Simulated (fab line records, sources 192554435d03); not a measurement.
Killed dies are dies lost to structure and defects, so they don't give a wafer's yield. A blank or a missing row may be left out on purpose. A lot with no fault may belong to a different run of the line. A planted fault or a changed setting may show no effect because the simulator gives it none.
Lot-split experiment ; flow n5_finfet ; route with 1938 steps; 7 lots, 36 wafers read

## THE SPLIT
At N5_BEOL_M10_TRENCH_ETCH_37 (etches SiCOH lowk in C4F6/O2, target depth 148.83 nm, time 48 s), the setting time_s was moved away from the recipe's 48 s on 6 of the 36 wafers read, by -25.6% to +38.3%. The other wafers ran this setting at the recipe's value.

## FROM THE SPLIT TO THE READING: what the file shows between them, 11 steps
- N5_BEOL_M10_ETCH_41: etches SiCN in CH3F/O2, target depth 42.6 nm, time 86 s
- N5_BEOL_M10_STRIP_77: strips in N2/H2, time 10 s
- N5_BEOL_M10_OCD_MEAS_38
- N5_BEOL_M10_HM_STRIP_39: strips TiN in peroxide tin strip, target depth 25 nm, time 158 s
- N5_BEOL_M10_SRD_40: time 30 s
- N5_BEOL_M10_ECD_50: material Cu, target thk 318 nm
- N5_BEOL_M10_ANNEAL_51: time 90 s
- N5_BEOL_M10_CMP_52: polishes, stops on SiCOH lowk, t overpolish 7 s, target thk 140 nm
- N5_BEOL_M10_THK_MEAS_53: measures by xrf
- N5_BEOL_M10_PRE_CLEAN_55: time 15 s
- N5_BEOL_M10_DEP_56: deposits SiCN from 3MS/NH3, target thk 15 nm, time 26.5 s

## THE READING
At N5_BEOL_M10_RS_MEAS_57, a four-point-probe measurement gives M10_RS in ohm/sq. A value of 0.153 ohm/sq with a standard deviation of 0.0036 ohm/sq is what fault-free wafers of this fab line usually give.

wafer;tool, chamber at the split;time_s as run, s;against the recipe;M10_RS, ohm/sq;against lot-mates on the recipe
L075.1;rie_diel-01, 1;48;recipe;0.154;-
L075.2;rie_diel-01, 0;48;recipe;0.157;-
L075.3;rie_diel-01, 2;48;recipe;0.160;-
L075.4;rie_diel-01, 3;48;recipe;0.155;-
L075.5;rie_diel-01, 2;48;recipe;0.159;-
L075.6;rie_diel-01, 3;48;recipe;0.158;-
L081.1;rie_diel-01, 0;48;recipe;0.156;-
L081.2;rie_diel-01, 2;48;recipe;0.156;-
L081.3;rie_diel-01, 1;48;recipe;0.148;-
L081.4;rie_diel-01, 1;48;recipe;0.150;-
L081.5;rie_diel-01, 2;48;recipe;0.155;-
L081.6;rie_diel-01, 0;48;recipe;0.156;-
L084.1;rie_diel-02, 0;48;recipe;0.152;-
L084.4;rie_diel-02, 3;48;recipe;0.155;-
L084.6;rie_diel-02, 3;48;recipe;0.154;-
L087.4;rie_diel-01, 1;48;recipe;0.150;-
L087.5;rie_diel-01, 3;48;recipe;0.148;-
L087.6;rie_diel-01, 0;48;recipe;0.159;-
L092.1;rie_diel-04, 1;48;recipe;0.151;-
L092.2;rie_diel-04, 2;48;recipe;0.153;-
L092.3;rie_diel-04, 3;48;recipe;0.150;-
L092.4;rie_diel-04, 0;48;recipe;0.146;-
L092.5;rie_diel-04, 0;48;recipe;0.148;-
L092.6;rie_diel-04, 3;48;recipe;0.149;-
L097.1;rie_diel-02, 2;48;recipe;0.153;-
L097.2;rie_diel-02, 0;48;recipe;0.155;-
L097.3;rie_diel-02, 1;48;recipe;0.156;-
L097.4;rie_diel-02, 0;35.71;-25.6%;0.221;+0.066
L097.5;rie_diel-02, 1;35.71;-25.6%;0.220;+0.065
L097.6;rie_diel-02, 2;35.71;-25.6%;0.218;+0.063
L096.1;rie_diel-04, 2;48;recipe;0.153;-
L096.2;rie_diel-04, 1;66.39;+38.3%;0.103;-0.049
L096.3;rie_diel-04, 3;48;recipe;0.150;-
L096.4;rie_diel-04, 0;66.39;+38.3%;0.103;-0.049
L096.5;rie_diel-04, 0;48;recipe;0.152;-
L096.6;rie_diel-04, 3;66.39;+38.3%;0.104;-0.048

THE FIT
A straight line over all 36 wafers: M10_RS changes by -0.00172 ohm/sq for each +1% of time_s; r = -0.94; the points scatter about the line by 0.0082 ohm/sq.
The same after taking each lot's own level away (the mean of its wafers on the recipe; 36 wafers): -0.00167 ohm/sq for each +1%; r = -0.95; scatter 0.0078 ohm/sq.
According to that fit, moving time_s by its largest amount changes the reading by 0.064 ohm/sq.
The span of the lots' own levels, 0.1495 to 0.1572 ohm/sq, comes to 2.1 times the standard deviation stated above.
The two slopes agree, so the slope changes little with the lot-to-lot level.
Check: -0.065 ohm/sq against its lot-mates is what the line predicts for one of the wafers moved furthest among these (+38.3%) when that wafer is left out of the fit. It came out at -0.0487 ohm/sq against them.

## FURTHER SPLITS ON THESE WAFERS
Note: prior to the reading, these wafers also went through further splits. Each is held against what the fit with the lots' levels taken away leaves over:
other split on the same wafers;wafers away from the commonest value;r with M10_RS (lot level and that fit taken away)
N5_BEOL_M6_HM_DEP_02 target_thk_a;9;+0.11

## THE WHOLE CHAIN: every reading that the file lists as answering this split, in the file's order
step;what it does;reading;change (the file's fit);r (the file's)
N5_BEOL_M10_TRENCH_ETCH_37;etches SiCOH lowk in C4F6/O2, target depth 148.83 nm, time 48 s;etch.depth_nm (the simulator's own value, which no gauge read);+1.51 nm for each +1% of the setting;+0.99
N5_BEOL_M10_TRENCH_ETCH_37;etches SiCOH lowk in C4F6/O2, target depth 148.83 nm, time 48 s;BEOL_M10.feature_depth_nm (the simulator's own value, which no gauge read);+1.51 nm for each +1% of the setting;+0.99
N5_BEOL_M10_TRENCH_ETCH_37;etches SiCOH lowk in C4F6/O2, target depth 148.83 nm, time 48 s;TiN_of_BEOL_M10_HM_DEP_02.thk_nm (the simulator's own value, which no gauge read);-0.0345 nm for each +1% of the setting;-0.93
N5_BEOL_M10_OCD_MEAS_38;;trench_depth_nm;+1.51 nm for each +1% of the setting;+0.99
N5_BEOL_M10_CMP_52;polishes, stops on SiCOH lowk, t overpolish 7 s, target thk 140 nm;Cu_of_BEOL_M10_ECD_50.thk_nm (the simulator's own value, which no gauge read);+1.51 nm for each +1% of the setting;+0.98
N5_BEOL_M10_THK_MEAS_53;measures by xrf;M10_THK;+1.58 for each +1% of the setting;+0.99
N5_BEOL_M10_RS_MEAS_57;measures by four-point-probe;M10_RS;-0.00166 for each +1% of the setting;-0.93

## FILE'S OWN FIT
M10_RS changes by -0.00166 ohm/sq for each +1% of time_s, r = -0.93.
